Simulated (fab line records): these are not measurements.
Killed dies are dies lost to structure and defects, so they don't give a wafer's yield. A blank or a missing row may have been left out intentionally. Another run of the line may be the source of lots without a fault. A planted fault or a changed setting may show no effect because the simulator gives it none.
Which tool was responsible? + flow nand harc + 12 lots, 36 wafers sampled, at 4 steps of a route of 1302

WHAT EACH GAUGE READ, for each wafer
The record holds no reading of a measuring or inspecting step that can be judged against a usual standard deviation.

WHICH TOOL RAN EACH LOT (tool, then ch and the chambers of the sampled wafers, then the start)
| lot  | NHARC_A_CONTACT_ETCH_134             | NHARC_A_CONTACT_CVD_19                   | NHARC_A_BLC_SOFTBAKE_05           | NHARC_A_BLC_ETCH_16                |
|------|--------------------------------------|------------------------------------------|-----------------------------------|------------------------------------|
| L191 | har cap etch-03 ch 0,1, day 21 15:07 | cvd w-02 ch 0,1, day 21 19:00 or earlier | litho track-01 ch 0, day 21 19:00 | rie diel-03 ch 0,1,3, day 21 20:16 |
| L193 | har cap etch-03 ch 1, day 22 18:37   | cvd w-01 ch 0,1, day 22 23:00 or earlier | litho track-06 ch 0, day 22 23:00 | rie diel-03 ch 0,2,3, day 22 23:51 |
| L192 | har cap etch-02 ch 1, day 22 19:25   | cvd w-02 ch 0, day 22 23:00 or earlier   | litho track-06 ch 0, day 22 23:00 | rie diel-02 ch 0,1, day 23 00:41   |
| L194 | har cap etch-01 ch 0,1, day 22 20:59 | cvd w-01 ch 0,1, day 23 01:00 or earlier | litho track-04 ch 0, day 23 01:00 | rie diel-03 ch 0,1,3, day 23 02:09 |
| L196 | har cap etch-02 ch 0,1, day 23 19:53 | cvd w-02 ch 0,1, day 24 00:00 or earlier | litho track-01 ch 0, day 24 00:00 | rie diel-03 ch 1,3, day 24 01:01   |
| L197 | har cap etch-02 ch 0,1, day 24 15:43 | cvd w-01 ch 0,1, day 24 20:00 or earlier | litho track-04 ch 0, day 24 20:00 | rie diel-03 ch 1,2,3, day 24 21:04 |
| L201 | har cap etch-03 ch 0,1, day 26 17:36 | cvd w-01 ch 0,1, day 26 22:00 or earlier | litho track-04 ch 0, day 26 22:00 | rie diel-02 ch 0,1,3, day 26 22:49 |
| L210 | har cap etch-01 ch 0,1, day 29 22:52 | cvd w-01 ch 0,1, day 30 03:00 or earlier | litho track-04 ch 0, day 30 03:00 | rie diel-02 ch 0,1,2, day 30 04:08 |
| L209 | har cap etch-02 ch 0,1, day 29 23:54 | cvd w-01 ch 0,1, day 30 07:00 or earlier | litho track-04 ch 0, day 30 07:00 | rie diel-03 ch 0,2,3, day 30 08:00 |
| L212 | har cap etch-01 ch 0,1, day 30 13:34 | cvd w-01 ch 1, day 30 18:00 or earlier   | litho track-04 ch 0, day 30 18:00 | rie diel-02 ch 0,3, day 30 18:59   |
| L213 | har cap etch-03 ch 0,1, day 31 11:07 | cvd w-02 ch 0,1, day 31 15:00 or earlier | litho track-01 ch 0, day 31 15:00 | rie diel-02 ch 2,3, day 31 16:23   |
| L214 | har cap etch-01 ch 0,1, day 32 00:22 | cvd w-02 ch 0,1, day 32 04:00 or earlier | litho track-06 ch 0, day 32 04:00 | rie diel-03 ch 0,1,2, day 32 05:27 |
- NHARC_A_CONTACT_ETCH_134: etches the open film in C4F8/O2/Ar, time 140 s, target depth 700 nm.
- NHARC_A_CONTACT_CVD_19: deposits W, target thk 300 nm, time 802 s.
- NHARC_A_BLC_SOFTBAKE_05: time 55 s.
- NHARC_A_BLC_ETCH_16: etches the open film in CF4, target depth 39 nm, time 65 s.

WHAT THE TOOLS THEMSELVES READ (means of the sampled wafers that have a number; where no wafer has one, the mark that the record gives instead)
NHARC_A_CONTACT_CVD_19. Usual: heater power w 482 W, standard deviation 41; mfc ar sccm 1560 sccm, standard deviation 5.1; throttle valve pct 8.0 %, standard deviation 0.3.
| lot  | tool     | heater power w (W) | mfc ar sccm (sccm) | throttle valve pct (%) | flag |
|------|----------|--------------------|--------------------|------------------------|------|
| L191 | cvd w-02 | 475                | 1563               | 7.9                    |      |
| L193 | cvd w-01 | 489                | 1558               | 8.6                    |      |
| L192 | cvd w-02 | 459                | 1560               | 8.2                    |      |
| L194 | cvd w-01 | 494                | 1565               | 8.3                    |      |
| L196 | cvd w-02 | 504                | 1556               | 7.8                    |      |
| L197 | cvd w-01 | 477                | 1560               | 8.0                    |      |
| L201 | cvd w-01 | 471                | 1564               | 8.2                    |      |
| L210 | cvd w-01 | 483                | 1556               | 8.4                    |      |
| L209 | cvd w-01 | 485                | 1561               | 8.3                    |      |
| L212 | cvd w-01 | 505                | 1552               | 8.2                    |      |
| L213 | cvd w-02 | 499                | 1560               | 7.5                    |      |
| L214 | cvd w-02 | 462                | 1560               | 7.8                    |      |

NHARC_A_BLC_SOFTBAKE_05. Usual: heater power total W at 188.47 W, with a standard deviation of 0.14.
| lot  | tool           | heater power total W (W) | flag |
|------|----------------|--------------------------|------|
| L191 | litho track-01 | 188.37                   |      |
| L193 | litho track-06 | 188.59                   |      |
| L192 | litho track-06 | 188.35                   |      |
| L194 | litho track-04 | 188.65                   |      |
| L196 | litho track-01 | 188.51                   |      |
| L197 | litho track-04 | 188.47                   |      |
| L201 | litho track-04 | 188.51                   |      |
| L210 | litho track-04 | 188.38                   |      |
| L209 | litho track-04 | 185.28                   | OFF  |
| L212 | litho track-04 | 185.38                   | OFF  |
| L213 | litho track-01 | 188.42                   |      |
| L214 | litho track-06 | 188.54                   |      |

NHARC_A_BLC_ETCH_16. Usual: bias w 100.0 W (standard deviation 0.3); drypump motor current A 5.6 A (standard deviation 0.41); mfc ar sccm 0.006 sccm (standard deviation 0.0065); oes product au 1.003 a.u. (standard deviation 0.009); rf vpp V 151.5 V (standard deviation 0.97); showerhead plenum p Torr 1.78 Torr (standard deviation 0.044); throttle valve pct 13.284 % (standard deviation 0.01).
| lot  | tool        | bias w (W) | drypump motor current A (A) | mfc ar sccm (sccm) | oes product au (a.u.) | rf vpp V (V) | showerhead plenum p Torr (Torr) | throttle valve pct (%) | flag |
|------|-------------|------------|-----------------------------|--------------------|-----------------------|--------------|---------------------------------|------------------------|------|
| L191 | rie diel-03 | 100.1      | 5.6                         | 0.006              | 0.999                 | 151.0        | 1.79                            | 13.291                 |      |
| L193 | rie diel-03 | 100.1      | 5.8                         | 0.010              | 1.005                 | 151.5        | 1.79                            | 13.286                 |      |
| L192 | rie diel-02 | 100.2      | 5.7                         | 0.000              | 1.003                 | 151.6        | 1.76                            | 13.281                 |      |
| L194 | rie diel-03 | 100.0      | 5.6                         | 0.006              | 1.004                 | 151.9        | 1.79                            | 13.279                 |      |
| L196 | rie diel-03 | 100.2      | 5.8                         | 0.003              | 1.001                 | 152.1        | 1.79                            | 13.282                 |      |
| L197 | rie diel-03 | 100.0      | 6.0                         | 0.005              | 0.999                 | 152.3        | 1.81                            | 13.283                 |      |
| L201 | rie diel-02 | 100.0      | 5.4                         | 0.005              | 1.009                 | 150.3        | 1.76                            | 13.284                 |      |
| L210 | rie diel-02 | 100.0      | 5.7                         | 0.000              | 0.997                 | 151.5        | 1.78                            | 13.285                 |      |
| L209 | rie diel-03 | 99.8       | 5.8                         | 0.010              | 1.002                 | 151.7        | 1.78                            | 13.285                 |      |
| L212 | rie diel-02 | 100.2      | 5.5                         | 0.005              | 1.003                 | 150.4        | 1.73                            | 13.279                 |      |
| L213 | rie diel-02 | 100.2      | 5.6                         | 0.005              | 0.997                 | 151.0        | 1.77                            | 13.269                 |      |
| L214 | rie diel-03 | 99.9       | 5.8                         | 0.008              | 1.012                 | 151.6        | 1.81                            | 13.287                 |      |

THE ANSWER, worked out from the rows above alone
Rule: take the mean of a lot's wafers that have a number; if it is more than 3 standard deviations from the usual mean, the lot is off. Also off: a lot with no number at a reading for which 4 or more lots have one. All remaining lots with rows at the step are treated as sound. First the gauges in route order, then the tools' own readings, where a lot's mean is used as printed above. At the first step where some lot is off, the reading lying furthest off is the one used; lots without a number count as furthest.
Off: L209, L212, at NHARC_A_BLC_SOFTBAKE_05 (heater power total W).
A tool fits if, at that step or a process step before it, it ran every lot that is off, and no sound lot after the first of them. Because NHARC_A_CONTACT_CVD_19 lacks a start for some lots, the hours and order of its lots are taken from NHARC_A_BLC_SOFTBAKE_05. This does not decide it: 2 tools fit, namely cvd w-01 at NHARC_A_CONTACT_CVD_19 and litho track-04 at NHARC_A_BLC_SOFTBAKE_05.

WHAT THE SIMULATOR HAD PUT IN
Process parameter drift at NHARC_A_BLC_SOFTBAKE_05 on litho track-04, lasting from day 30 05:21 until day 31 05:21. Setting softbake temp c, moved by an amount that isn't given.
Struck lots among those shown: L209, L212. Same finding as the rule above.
